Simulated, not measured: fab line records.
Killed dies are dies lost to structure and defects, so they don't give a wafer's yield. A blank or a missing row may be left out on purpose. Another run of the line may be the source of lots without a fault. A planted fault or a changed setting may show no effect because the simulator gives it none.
fab line records	flow n5-finfet
record lots=9	wafers=27	last-day=20
route steps=1938 shown BEOL_M8@1365
lots that met no fault: taken from a fault-free run of the same line
start-h: hours from the record's opening day to when the first of the lot's shown wafers began	wait-h: time in hours since the lot's previous step	" as in the row above	L1.1+2: one row covering several wafers at once	- no value, or no start given	* or withheld: withheld	< > ~ a bound
route shown NAME@n: names a module that has steps shown in the file, with the first one's number in the route	usual: average and standard deviation across the fault-free wafers	same: alike in all rows	chamber/n: place in a boat	sites: readings site by site	_std_site: how widely they spread, as a standard deviation	_edge_site: outer sites' mean less inner sites'	radius-mm: for every site, how far away it sits from the centre of the wafer	mask NAME#n: copy n	behind: tool/chamber where the wafer was last shaped	hold: why the lot was held/for how many hours/how that ended	device: names the non-switching transistor (n, p or np)	end of line: the tests these same wafers got at the end of their route	a step with no rows: only its recipe	killed: at the first sort, the dies lost to defects and structure; wafer yield is something else	map: per-die view of a wafer (x killed, . not killed, _ where there is no die)
set.NAME: setting as actually run; set.NAME@STEP: the setting as run at that earlier step	model.NAME: the simulator's own value behind a step, which no gauge read
steps of the route over a sample of lots; a table a step, a row a wafer
services: when a tool's chamber went out of use (start-h, in hours from the record's first day, below 0 if earlier), for how many hours, and the reason
## steps
# step N5_BEOL_M8_CD_MEAS_28
# recipe target-cd-nm=40	landing-energy-ev=500	detector=se-inlens
# usual cd-nm=39.96/0.19
lot.wafer	tool	chamber	start-h	wait-h	cd-nm
L815.1	cd-sem-01	0	238.33	-	40.24
L815.2	"	0	"	"	39.91
L815.4	"	0	"	"	39.72
L817.1	cd-sem-01	0	246.90	-	39.85
L817.4	"	0	"	"	40.17
L817.6	"	0	"	"	39.49
L825.2	cd-sem-03	0	324.43	-	40.01
L825.3	"	0	"	"	40.11
L825.4	"	0	"	"	40.46
L828.2	cd-sem-01	0	333.38	-	40.02
L828.3	"	0	"	"	39.77
L828.5	"	0	"	"	39.75
L822.3	cd-sem-01	0	339.84	-	40.08
L822.4	"	0	"	"	39.99
L822.5	"	0	"	"	39.80
L827.1	cd-sem-03	0	343.00	-	39.91
L827.2	"	0	"	"	39.78
L827.4	"	0	"	"	39.87
L832.3	cd-sem-02	0	365.33	-	40.19
L832.4	"	0	"	"	39.87
L832.5	"	0	"	"	39.85
L834.4	cd-sem-03	0	385.68	-	40.17
L834.5	"	0	"	"	39.69
L834.6	"	0	"	"	40.19
L835.2	cd-sem-03	0	397.67	-	40.38
L835.3	"	0	"	"	39.74
L835.6	"	0	"	"	40.13
# step N5_BEOL_M8_OVL_MEAS_29
# recipe points-per-wafer=522
# usual V7_OVL=0.4/0.6
lot.wafer	tool	chamber	start-h	wait-h	V7_OVL[nm]
L815.1	overlay-02	0	238.36	0.0	0.6
L815.2	"	0	"	"	0.5
L815.4	"	0	"	"	0.2
L817.1	overlay-01	0	246.93	0.0	-0.4
L817.4	"	0	"	"	-0.7
L817.6	"	0	"	"	-0.2
L825.2	overlay-02	0	324.47	0.0	0.6
L825.3	"	0	"	"	0.3
L825.4	"	0	"	"	0.1
L828.2	overlay-02	0	333.42	0.0	1.0
L828.3	"	0	"	"	-0.3
L828.5	"	0	"	"	1.4
L822.3	overlay-02	0	339.88	0.0	0.3
L822.4	"	0	"	"	-0.1
L822.5	"	0	"	"	0.7
L827.1	overlay-02	0	343.03	0.0	0.4
L827.2	"	0	"	"	1.5
L827.4	"	0	"	"	0.7
L832.3	overlay-01	0	365.37	0.0	0.2
L832.4	"	0	"	"	0.4
L832.5	"	0	"	"	1.1
L834.4	overlay-02	0	385.72	0.0	-0.4
L834.5	"	0	"	"	-1.0
L834.6	"	0	"	"	-1.4
L835.2	overlay-01	0	397.70	0.0	0.4
L835.3	"	0	"	"	0.1
L835.6	"	0	"	"	0.1
# step N5_BEOL_M8_TRENCH_ETCH_37
# recipe chemistry=C4F6/O2	target-depth-a=934.78	target=SiCOH_lowk	time-s=31.2	ion-energy-ev=250	pressure-mtorr=30	source-w=345	bias-w=185	Ar_flow_sccm=300	C4F6_flow_sccm=10	O2_flow_sccm=10
# usual C4F6_flow_sccm=10.00/0.033	drypump-motor-current-A=5.8/0.51	oes-product-au=0.79/0.081	rf-fwd-power-W=340.6/1.9	rf-vpp-V=667/7.3	showerhead-plenum-p-Torr=2.84/0.057	throttle-valve-pct=20.98/0.24
lot.wafer	tool	chamber	start-h	wait-h	C4F6_flow_sccm	drypump-motor-current-A	oes-product-au	rf-fwd-power-W	rf-hours-counter-h	rf-vpp-V	showerhead-plenum-p-Torr	throttle-valve-pct
L815.1	rie-diel-01	0	238.87	-	9.97	6.5	0.82	339.7	74	669	2.78	20.95
L815.2	"	3	"	"	10.00	5.2	0.74	338.4	150	655	2.84	21.24
L815.4	"	1	"	"	9.97	5.6	0.73	340.8	191	662	2.83	21.14
L817.1	rie-diel-05	2	247.30	-	10.01	6.0	0.71	343.0	218	666	2.92	21.24
L817.4	"	1	"	"	10.02	6.6	0.77	341.6	161	658	2.84	20.82
L817.6	"	1	"	"	10.05	6.6	0.76	341.7	-	659	2.84	20.81
L825.2	rie-diel-01	2	324.97	-	10.09	5.0	0.83	259.4	35	784	2.90	20.59
L825.3	"	1	"	"	10.04	5.7	0.72	342.6	221	661	2.82	21.19
L825.4	"	0	"	"	10.01	6.5	0.80	341.5	104	671	2.77	20.94
L828.2	rie-diel-04	3	334.04	-	9.98	5.5	0.84	341.5	72	669	2.89	20.90
L828.3	"	2	"	"	10.02	5.5	0.66	342.1	231	663	2.82	21.35
L828.5	"	1	"	"	9.95	6.2	0.89	337.0	-	668	2.78	20.77
L822.3	rie-diel-01	1	340.40	-	9.99	5.6	0.71	342.0	226	659	2.81	21.19
L822.4	"	3	"	"	10.03	5.2	0.71	339.2	187	655	2.83	21.30
L822.5	"	2	"	"	10.06	5.0	0.83	257.2	-	784	2.90	20.60
L827.1	rie-diel-01	2	343.39	-	9.97	5.0	0.83	256.2	41	783	2.90	20.60
L827.2	"	1	"	"	9.97	5.6	0.71	341.9	227	662	2.81	21.17
L827.4	"	3	"	"	10.01	5.2	0.71	338.7	187	653	2.83	21.31
L832.3	rie-diel-05	1	366.29	-	9.99	6.6	0.73	340.6	-	660	2.83	20.87
L832.4	"	3	"	"	9.98	6.0	0.75	340.8	-	661	2.74	21.21
L832.5	"	3	"	"	10.01	5.9	0.76	341.6	-	662	2.74	21.21
L834.4	rie-diel-04	1	386.07	-	9.97	6.2	0.85	338.0	55	667	2.77	20.79
L834.5	"	0	"	"	10.05	6.2	0.82	342.3	-	672	2.89	20.79
L834.6	"	3	"	"	9.97	5.5	0.82	339.3	-	668	2.88	20.92
L835.2	rie-diel-01	0	398.18	-	9.97	6.5	0.77	339.8	132	669	2.76	20.99
L835.3	"	1	"	"	10.01	5.7	0.69	341.6	247	660	2.81	21.22
L835.6	"	0	"	"	10.01	6.5	0.77	339.9	-	671	2.76	21.00
# step N5_BEOL_M8_STRIP_80
# recipe chemistry=N2/H2	time-s=10	power-w=450	temp-c=40	pressure-mtorr=20	rf-frequency-hz=6e+07	bias-power-w=7	n2-flow-sccm=200	h2-flow-sccm=200
# usual drypump-motor-current-A=5.8/0.51	oes-product-au=0.80/0.083	rf-vpp-V=59.0/0.93	showerhead-plenum-p-Torr=2.53/0.054	throttle-valve-pct=23.7/0.3
lot.wafer	tool	chamber	start-h	wait-h	drypump-motor-current-A	oes-product-au	rf-hours-counter-h	rf-vpp-V	showerhead-plenum-p-Torr	throttle-valve-pct
L815.1	rie-diel-01	0	-	-	6.5	0.84	74	58.4	2.47	23.6
L815.2	"	3	"	"	5.2	0.74	150	58.6	2.55	24.0
L815.4	"	1	"	"	5.6	0.74	191	58.1	2.52	24.0
L817.1	rie-diel-05	2	-	-	6.1	0.71	218	58.0	2.62	23.8
L817.4	"	1	"	"	6.6	0.76	161	59.4	2.54	23.7
L817.6	"	1	"	"	6.6	0.76	-	58.9	2.54	23.7
L825.2	rie-diel-01	2	-	-	5.0	0.89	35	59.7	2.58	23.1
L825.3	"	1	"	"	5.7	0.71	221	59.7	2.51	24.0
L825.4	"	0	"	"	6.5	0.80	104	59.2	2.46	23.7
L828.2	rie-diel-04	3	-	-	5.5	0.85	72	59.4	2.58	23.8
L828.3	"	2	"	"	5.6	0.68	231	59.3	2.50	24.1
L828.5	"	1	"	"	6.2	0.88	-	58.2	2.47	23.4
L822.3	rie-diel-01	1	-	-	5.6	0.71	226	58.3	2.51	24.0
L822.4	"	3	"	"	5.2	0.71	187	58.3	2.53	24.0
L822.5	"	2	"	"	5.0	0.88	-	60.6	2.58	23.1
L827.1	rie-diel-01	2	-	-	5.0	0.89	41	59.5	2.58	23.1
L827.2	"	1	"	"	5.7	0.71	227	58.5	2.51	24.0
L827.4	"	3	"	"	5.2	0.71	187	59.5	2.53	24.0
L832.3	rie-diel-05	1	-	-	6.6	0.73	-	59.4	2.52	23.8
L832.4	"	3	"	"	6.0	0.76	-	57.5	2.42	23.8
L832.5	"	3	"	"	6.0	0.75	-	58.2	2.42	23.8
L834.4	rie-diel-04	1	-	-	6.2	0.85	55	58.6	2.47	23.4
L834.5	"	0	"	"	6.2	0.82	-	61.1	2.58	23.5
L834.6	"	3	"	"	5.5	0.82	-	57.8	2.57	23.8
L835.2	rie-diel-01	0	-	-	6.5	0.78	132	59.3	2.45	23.7
L835.3	"	1	"	"	5.6	0.70	247	59.8	2.50	24.1
L835.6	"	0	"	"	6.5	0.78	-	59.1	2.45	23.7
# step N5_BEOL_M8_OCD_MEAS_38
# usual trench-depth-nm=92.9/1.2
lot.wafer	tool	chamber	start-h	wait-h	trench-depth-nm
L815.1	ocd-01	-	239.02	-	92.8
L815.2	"	-	"	"	91.3
L815.4	"	-	"	"	91.9
L817.1	ocd-01	-	247.46	-	93.0
L817.4	"	-	"	"	93.3
L817.6	"	-	"	"	93.3
L825.2	ocd-02	-	325.13	-	85.3
L825.3	"	-	"	"	93.8
L825.4	"	-	"	"	93.0
L828.2	ocd-01	-	334.20	-	94.0
L828.3	"	-	"	"	90.9
L828.5	"	-	"	"	95.5
L822.3	ocd-02	-	340.56	-	92.6
L822.4	"	-	"	"	92.1
L822.5	"	-	"	"	84.7
L827.1	ocd-01	-	343.55	-	85.1
L827.2	"	-	"	"	91.6
L827.4	"	-	"	"	91.6
L832.3	ocd-01	-	366.50	-	93.0
L832.4	"	-	"	"	92.4
L832.5	"	-	"	"	93.1
L834.4	ocd-02	-	386.24	-	93.2
L834.5	"	-	"	"	92.8
L834.6	"	-	"	"	92.8
L835.2	ocd-02	-	398.33	-	91.9
L835.3	"	-	"	"	91.9
L835.6	"	-	"	"	92.8
# step N5_BEOL_M8_THK_MEAS_53
# recipe thk-meas-gauge=xrf	reads=Cu_of_BEOL_M8_ECD_50
# usual M8_THK=78.8/1.4
lot.wafer	tool	chamber	start-h	wait-h	M8_THK[nm]
L815.1	film-metro-01	-	241.84	-	78.2
L815.2	"	-	"	"	78.2
L815.4	"	-	"	"	78.1
L817.1	film-metro-01	-	251.39	-	79.6
L817.4	"	-	"	"	79.0
L817.6	"	-	"	"	79.2
L825.2	film-metro-01	-	328.09	-	70.1
L825.3	"	-	"	"	78.2
L825.4	"	-	"	"	79.0
L828.2	film-metro-01	-	337.83	-	80.3
L828.3	"	-	"	"	74.4
L828.5	"	-	"	"	81.9
L822.3	film-metro-01	-	343.09	-	76.7
L822.4	"	-	"	"	76.1
L822.5	"	-	"	"	69.9
L827.1	film-metro-01	-	346.14	-	70.3
L827.2	"	-	"	"	76.7
L827.4	"	-	"	"	75.4
L832.3	film-metro-02	-	369.88	-	78.0
L832.4	"	-	"	"	80.0
L832.5	"	-	"	"	78.5
L834.4	film-metro-02	-	389.63	-	80.0
L834.5	"	-	"	"	78.4
L834.6	"	-	"	"	79.0
L835.2	film-metro-01	-	402.57	-	78.0
L835.3	"	-	"	"	78.0
L835.6	"	-	"	"	78.6
# step N5_BEOL_M8_RS_MEAS_57
# recipe thk-meas-gauge=four-point-probe	reads=Cu_of_BEOL_M8_ECD_50+Co_of_BEOL_M8_CVD_78+TaN_of_BEOL_M8_ALD_77
# usual M8_RS=0.287/0.0066
lot.wafer	tool	chamber	start-h	wait-h	M8_RS[ohm/sq]
L815.1	film-metro-02	-	241.97	0.1	0.291
L815.2	"	-	"	"	0.289
L815.4	"	-	"	"	0.290
L817.1	film-metro-01	-	251.52	0.1	0.285
L817.4	"	-	"	"	0.288
L817.6	"	-	"	"	0.286
L825.2	film-metro-02	-	328.22	0.1	0.330
L825.3	"	-	"	"	0.290
L825.4	"	-	"	"	0.286
L828.2	film-metro-02	-	337.97	0.1	0.281
L828.3	"	-	"	"	0.307
L828.5	"	-	"	"	0.273
L822.3	film-metro-01	-	343.22	0.1	0.297
L822.4	"	-	"	"	0.300
L822.5	"	-	"	"	0.331
L827.1	film-metro-02	-	346.27	0.1	0.328
L827.2	"	-	"	"	0.298
L827.4	"	-	"	"	0.302
L832.3	film-metro-02	-	370.03	0.1	0.290
L832.4	"	-	"	"	0.284
L832.5	"	-	"	"	0.288
L834.4	film-metro-02	-	389.76	0.0	0.281
L834.5	"	-	"	"	0.290
L834.6	"	-	"	"	0.285
L835.2	film-metro-02	-	402.71	0.1	0.290
L835.3	"	-	"	"	0.291
L835.6	"	-	"	"	0.288
## services
tool	chamber	start-h	hours	kind
rie-diel-05	-	236.95	2.4	repair
rie-diel-04	2	287.32	7.5	repair
rie-diel-04	2	308.08	5.8	repair
rie-diel-05	2	313.06	5.9	repair
rie-diel-04	2	326.28	1.8	repair
rie-diel-05	2	352.26	-	clean
rie-diel-05	2	352.26	-	consumable-replace:focus-ring
rie-diel-05	2	352.26	21.1	scheduled-down
rie-diel-05	2	352.26	21.1	vent-cycle
## key
first-sign step=N5_BEOL_M8_TRENCH_ETCH_37	reading=rf-fwd-power-W	direction=down	sigmas=45	usual=*	struck=*
effect step=N5_BEOL_M8_TRENCH_ETCH_37	reading=rf-vpp-V	direction=up	sigmas=16	usual=667	struck=784
effect step=N5_BEOL_M8_OCD_MEAS_38	reading=trench-depth-nm	direction=down	sigmas=6.8	usual=92.9	struck=85.0
effect step=N5_BEOL_M8_THK_MEAS_53	reading=M8_THK	direction=down	sigmas=6.1	usual=78.8	struck=70.1
effect step=N5_BEOL_M8_RS_MEAS_57	reading=M8_RS	direction=up	sigmas=6.5	usual=0.287	struck=0.330
met-at N5_BEOL_M8_TRENCH_ETCH_37
struck-lots L822,L825,L827
struck-wafers L822.5,L825.2,L827.1
not-acting-at N5_BEOL_M8_CD_MEAS_28,N5_BEOL_M8_OVL_MEAS_29,N5_BEOL_M8_STRIP_80
fault kind=process-parameter-drift	tool=rie-diel-01	chamber=2	onset-h=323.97	steps=N5_BEOL_M8_TRENCH_ETCH_37	channel=source-w	offset=-82.8	shape=step	end-h=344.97	acts-in=these-recipes-only	stated=345
